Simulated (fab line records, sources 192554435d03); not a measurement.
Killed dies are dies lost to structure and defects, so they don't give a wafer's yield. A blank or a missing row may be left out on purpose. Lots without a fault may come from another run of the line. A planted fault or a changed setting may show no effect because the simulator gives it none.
One fault seen from 2 desks | flow n5_finfet | each desk has only its own numbers; what lay behind them comes last

THE TOOL OWNER'S DESK: rie_diel-03
The tool's own readings at N5_BEOL_M1_ETCH_69 (etches SiARC in CF4, target depth 15.6 nm, time 26 s): means of the sampled wafers that have a number, for each lot that ran on this tool. A lot is out of limits, marked OUT, if its mean lies more than 4 standard deviations from the usual mean; the brackets give that distance.
Columns: A = drypump_motor_current_A at N5_BEOL_M1_ETCH_69, usual 5.8 A; B = etch_rf_on_time_s at N5_BEOL_M1_ETCH_69, usual 25.7 s; C = oes_product_au at N5_BEOL_M1_ETCH_69, usual 0.68 a.u.; D = rf_vpp_V at N5_BEOL_M1_ETCH_69, usual 184.0 V; E = showerhead_plenum_p_Torr at N5_BEOL_M1_ETCH_69, usual 2.15 Torr; F = throttle_valve_pct at N5_BEOL_M1_ETCH_69, usual 15.53 %
lot  | first seen here | A   | B               | C    | D     | E    | F
L227 | day 7 22:08     | 5.3 | 25.9            | 0.70 | 184.7 | 2.16 | 15.53
L231 | day 8 21:02     | 5.3 | 25.5            | 0.70 | 184.2 | 2.16 | 15.55
L232 | day 9 09:12     | 6.0 | 18.2 (-12) OUT  | 0.90 | 185.0 | 2.17 | 15.42
L234 | day 9 11:43     | 5.6 | 21.8 (-6.4) OUT | 0.82 | 183.1 | 2.14 | 15.44
L235 | day 9 23:19     | 6.2 | 18.2 (-13) OUT  | 0.89 | 183.2 | 2.13 | 15.45
This desk's finding: out of limits on L232, L234, L235; first on L232, day 9 09:12 (etch_rf_on_time_s at N5_BEOL_M1_ETCH_69). In limits: L227, L231.

THE METROLOGY DESK
What the gauges read, lot by lot, whatever tool the lot ran on: means of the sampled wafers that have a number. A lot is out of limits, marked OUT, if its mean lies more than 4 standard deviations from the usual mean; the brackets give that distance. Of its 11 readings 7 are shown: those that lie furthest out on some lot.
Columns: A = cd_nm at N5_BEOL_M1_CD_MEAS_18, usual 17.8 nm; B = IOFF_N at N5_BEOL_M4_RC_MEAS_101, usual 0.16 nA/um; C = IOFF_P at N5_BEOL_M4_RC_MEAS_101, usual 0.21 nA/um; D = ION_N at N5_BEOL_M4_RC_MEAS_101, usual 675 uA/um; E = ION_P at N5_BEOL_M4_RC_MEAS_101, usual 463 uA/um; F = VT_N at N5_BEOL_M4_RC_MEAS_101, usual 250 mV; G = VT_P at N5_BEOL_M4_RC_MEAS_101, usual -251 mV
lot  | first seen here | A    | B    | C    | D   | E   | F   | G
L222 | day 6 10:46     | 17.6 | 0.15 | 0.19 | 670 | 458 | 251 | -253
L227 | day 7 21:38     | 17.8 | 0.14 | 0.19 | 676 | 467 | 251 | -249
L231 | day 8 20:33     | 17.7 | 0.14 | 0.23 | 666 | 465 | 251 | -247
L232 | day 9 08:33     | 17.8 | 0.15 | 0.19 | 673 | 461 | 248 | -251
L234 | day 9 11:14     | 18.2 | 0.16 | 0.24 | 678 | 470 | 249 | -249
L235 | day 9 22:49     | 17.7 | 0.13 | 0.16 | 653 | 449 | 252 | -257
L236 | day 9 22:58     | 17.6 | 0.17 | 0.23 | 691 | 475 | 247 | -248
L237 | day 10 03:27    | 17.8 | 0.18 | 0.23 | 681 | 466 | 246 | -250
L243 | day 11 23:11    | 17.7 | 0.18 | 0.26 | 692 | 477 | 245 | -246
This desk's finding: nothing out of limits on any of the 9 lots.

PUT TOGETHER
The tool owner's desk could have raised an alarm at day 9 09:12, on L232, L234, L235.
The metrology desk saw nothing out of limits.
The metrology desk has L232, L234, L235 on record, within its limits.
Of the lots named, all ran N5_BEOL_M1_ETCH_69 on rie_diel-03.

WHAT THE SIMULATOR HAD PUT IN
Process parameter drift: rie_diel-03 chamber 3, from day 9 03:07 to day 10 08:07, at N5_BEOL_M1_ETCH_69. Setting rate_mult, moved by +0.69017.
Lots struck among those shown: L232, L234, L235.
Hours from the fault's start to each desk's first reading out of limits: the tool owner's desk, 6.
